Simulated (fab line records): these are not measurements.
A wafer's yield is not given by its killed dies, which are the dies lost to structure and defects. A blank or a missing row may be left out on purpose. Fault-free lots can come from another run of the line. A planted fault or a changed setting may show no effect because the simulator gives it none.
Chamber matching	flow n5Finfet	N5_BEOL_M0_PRE_CLEAN_131 on cvdCo-02: 3 sister chambers
The step time 15 s. 16 wafers are shown with their chamber, then 8 later ones without.

## EACH WAFER AND ITS CHAMBER
wafer	chamber	heaterPowerW (W)
L340.1	2	68
L340.3	1	93
L340.5	0	59
L341.2	1	97
L341.3	2	68
L341.5	0	60
L349.1	1	89
L349.2	2	69
L349.4	0	62
L350.2	2	69
L350.3	1	94
L350.5	0	60
L352.1	0	61
L352.4	1	95
L352.5	0	59
L357.1	0	61

SIGNATURES (averages over the wafers above)
reading	chamber 0	chamber 1	chamber 2	scatter within a chamber
heaterPowerW	60.29	93.60	68.50	1.83
Rule: for each reading, subtract the chamber's mean from the wafer's reading, divide by that reading's scatter and square the result; add these up over the readings and take the root, which gives the wafer's distance from the chamber. The wafer belongs to the nearest chamber; if the next one is less than 2 further off, it can't be placed. The scatter: take each reading less its chamber's mean, square it, sum over the shown wafers, divide by the number of wafers less the number of chambers, and take the root.

## WAFERS WITHOUT THEIR CHAMBER
wafer	heaterPowerW (W)
L357.2	92
L357.6	92
L358.1	93
L358.4	61
L358.5	70
L361.2	61
L361.3	91
L361.5	95

## WHICH CHAMBER EACH ONE RAN IN
wafer	from the rows above	in truth
L357.2	1	1
L357.6	1	1
L358.1	1	1
L358.4	0	0
L358.5	2	2
L361.2	0	0
L361.3	1	1
L361.5	1	1
Placed correctly: 8 of 8. From these rows, 0 cannot be placed. Placed wrongly: 0.
